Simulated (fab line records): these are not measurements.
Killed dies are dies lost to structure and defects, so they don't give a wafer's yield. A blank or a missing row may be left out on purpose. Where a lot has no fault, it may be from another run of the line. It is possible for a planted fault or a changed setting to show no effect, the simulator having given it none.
Matching of chambers + flow n5 finfet + 4 sister chambers for N5_BEOL_M3_ETCH_77 on rie diel-01
The step etches underlayer in N2/H2, target depth 6.5 nm, time 5.2 s. 8 wafers are shown with their chamber, then 9 later ones without.

== WAFERS PAIRED WITH THEIR CHAMBERS ==
| wafer  | chamber | showerhead plenum p Torr (Torr) | drypump motor current A (A) |
|--------|---------|---------------------------------|-----------------------------|
| L074.4 | 3       | 2.65                            | 5.9                         |
| L082.1 | 1       | 2.48                            | 6.4                         |
| L086.1 | 2       | 2.54                            | 5.6                         |
| L086.4 | 0       | 2.55                            | 5.3                         |
| L086.5 | 0       | 2.55                            | 5.4                         |
| L087.2 | 1       | 2.48                            | 6.5                         |
| L087.5 | 2       | 2.54                            | 5.6                         |
| L087.6 | 3       | 2.64                            | 5.9                         |

== WAFERS WITH NO CHAMBER GIVEN ==
| wafer  | showerhead plenum p Torr (Torr) | drypump motor current A (A) |
|--------|---------------------------------|-----------------------------|
| L088.3 | 2.64                            | 5.9                         |
| L088.4 | 2.48                            | 6.5                         |
| L088.6 | 2.55                            | 5.4                         |
| L090.2 | 2.64                            | 5.9                         |
| L090.4 | 2.54                            | 5.4                         |
| L090.6 | 2.47                            | 6.4                         |
| L094.1 | 2.47                            | 6.4                         |
| L094.2 | 2.63                            | 5.9                         |
| L094.6 | 2.63                            | 5.9                         |

== CHAMBER TAKEN BY EACH ==
| wafer  | from the rows above     | in truth |
|--------|-------------------------|----------|
| L088.3 | 3                       | 3        |
| L088.4 | 1                       | 1        |
| L088.6 | 0                       | 0        |
| L090.2 | 3                       | 3        |
| L090.4 | can't be placed: 0 or 2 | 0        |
| L090.6 | 1                       | 1        |
| L094.1 | 1                       | 1        |
| L094.2 | 3                       | 3        |
| L094.6 | 3                       | 3        |
8 of 9 placed correctly. Unplaceable from these rows: 1, with the true chamber sitting among the candidates in 1. Number placed wrongly: 0.
How it was worked out, from the rows above alone: a wafer's distance from a chamber is the root of the sum, over the readings, of the square of ((its reading less the chamber's mean) divided by the reading's scatter). The wafer belongs to the nearest chamber; if the next one is less than 2 further off, it can't be placed. For every chamber, the mean is computed from those of its wafers that are shown. How the scatter is found: for the shown wafers, subtract from each reading the mean of its chamber, square and add these, divide the total by (wafers less chambers), then take the root.
